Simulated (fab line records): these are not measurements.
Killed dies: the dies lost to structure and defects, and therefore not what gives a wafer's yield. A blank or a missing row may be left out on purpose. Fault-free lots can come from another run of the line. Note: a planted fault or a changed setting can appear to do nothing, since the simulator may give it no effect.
Split-lot study -- flow n5_finfet -- 7 lots, 39 wafers read, on a route of 1938 steps

== THE SPLIT ITSELF ==
At N5_FIN_SAQP_HM_DEP_72 (deposits SiO2 from SiH4/N2O, target thk 12 nm, time 7.2 s), the setting time_s was moved away from the recipe's 7.2 s on 15 of the 39 wafers read, by -7.6% to +16.0%. For the rest of the wafers, this setting stayed at what the recipe calls for.

== FROM THE SPLIT TO THE READING: what the file shows between them, 4 steps ==
- N5_FIN_SAQP_COAT_49: time 60 s, resist thk 100 nm
- N5_FIN_SAQP_COAT_50: time 60 s, resist thk 35 nm
- N5_FIN_SAQP_ETCH_52: etches SOC in N2/H2, target depth 100 nm, overetch 20 nm, time 150 s
- N5_FIN_SAQP_STRIP_53: strips in N2/H2

== THE READING ==
etch.depth_nm (the simulator's own value, which no gauge read), in nm, at N5_FIN_SAQP_HM_OPEN_73 (chemistry CHF3/O2, target SiO2, stops on a-Si, target depth 12 nm, time 16.8 s). The file does not state a usual value for it. Here, 24 wafers ran the recipe; their average is 12.10 nm with a standard deviation of 0.15 nm.

wafer,"tool, chamber at the split","time_s as run, s",against the recipe,"etch.depth_nm, nm",against lot-mates on the recipe
L076.1,"pecvd-04, 0",6.652,-7.6%,10.96,-0.95
L076.2,"pecvd-04, 1",7.2,recipe,11.98,-
L076.3,"pecvd-04, 2",6.652,-7.6%,11.04,-0.87
L076.4,"pecvd-04, 0,2",7.2,recipe,11.88,-
L076.6,"pecvd-04, 0,2",7.2,recipe,11.88,-
L076.5,"pecvd-04, 1",6.652,-7.6%,11.17,-0.74
L081.3,"pecvd-03, 1",7.2,recipe,11.98,-
L081.4,"pecvd-03, 2",7.2,recipe,12.18,-
L081.6,"pecvd-03, 0",7.2,recipe,12.19,-
L082.1,"pecvd-04, 2",8.351,+16.0%,13.64,+1.53
L082.2,"pecvd-04, 0",7.2,recipe,11.9,-
L082.3,"pecvd-04, 1",7.2,recipe,12.18,-
L082.4,"pecvd-04, 0",8.351,+16.0%,14.31,+2.20
L082.5,"pecvd-04, 1",8.351,+16.0%,14.04,+1.93
L082.6,"pecvd-04, 2",7.2,recipe,12.25,-
L085.1,"pecvd-02, 2",7.2,recipe,12.08,-
L085.2,"pecvd-02, 1",7.2,recipe,12.05,-
L085.3,"pecvd-02, 0",7.529,+4.6%,12.34,+0.26
L085.4,"pecvd-02, 1",7.529,+4.6%,12.6,+0.52
L085.5,"pecvd-02, 0",7.529,+4.6%,12.62,+0.54
L085.6,"pecvd-02, 2",7.2,recipe,12.12,-
L088.1,"pecvd-04, 0",7.2,recipe,12.1,-
L088.2,"pecvd-04, 1",7.2,recipe,11.92,-
L088.3,"pecvd-04, 2",7.2,recipe,11.98,-
L088.4,"pecvd-04, 1",7.2,recipe,12.26,-
L088.5,"pecvd-04, 2",7.2,recipe,12.23,-
L088.6,"pecvd-04, 0",7.2,recipe,12.27,-
L090.1,"pecvd-02, 1",6.81,-5.4%,11.42,-0.80
L090.2,"pecvd-02, 0",7.2,recipe,11.97,-
L090.3,"pecvd-02, 2",6.81,-5.4%,11.68,-0.54
L090.4,"pecvd-02, 1",6.81,-5.4%,11.54,-0.68
L090.5,"pecvd-02, 2",7.2,recipe,12.31,-
L090.6,"pecvd-02, 0",7.2,recipe,12.37,-
L096.1,"pecvd-02, 0",7.2,recipe,11.89,-
L096.2,"pecvd-02, 2",7.2,recipe,12.3,-
L096.3,"pecvd-02, 1",7.543,+4.8%,12.63,+0.52
L096.4,"pecvd-02, 1",7.543,+4.8%,12.85,+0.74
L096.5,"pecvd-02, 0",7.2,recipe,12.15,-
L096.6,"pecvd-02, 2",7.543,+4.8%,12.96,+0.85
The file does not say which wafer passed through which chamber wherever a row lists several chambers: such a row stands for several wafers.

THE FIT
A straight line over all 39 wafers: etch.depth_nm changes by +0.121 nm for each +1% of time_s; r = +0.97; the points scatter about the line by 0.17 nm.
The same after taking each lot's own level away (the mean of its wafers on the recipe; 39 wafers): +0.118 nm for each +1%; r = +0.97; scatter 0.15 nm.
That fit puts the effect of the largest move of time_s on the reading at 1.9 nm.
From 11.913 to 12.217 nm: that is the span of the lots' own levels, equal to 2.0 times the standard deviation above.
Hence the lot-to-lot level has little effect on the slope; both slopes agree.
Check: with one of the wafers moved furthest among these (+16.0%) left out of the fit, the line predicts +2 nm for it against its lot-mates. Against them it came out at +1.53 nm.

== THE WHOLE CHAIN: every reading that the file lists as answering this split, in the file's order ==
step,what it does,reading,change (the file's fit),r (the file's)
N5_FIN_SAQP_HM_DEP_72,"deposits SiO2 from SiH4/N2O, target thk 12 nm, time 7.2 s","SiO2_of_FIN_SAQP_HM_DEP_72.thk_nm (the simulator's own value, which no gauge read)",+0.118 nm for each +1% of the setting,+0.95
N5_FIN_SAQP_HM_OPEN_73,"chemistry CHF3/O2, target SiO2, stops on a-Si, target depth 12 nm, time 16.8 s","etch.depth_nm (the simulator's own value, which no gauge read)",+0.118 nm for each +1% of the setting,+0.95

== FILE'S OWN FIT ==
etch.depth_nm changes by +0.118 nm for each +1% of time_s, r = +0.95.
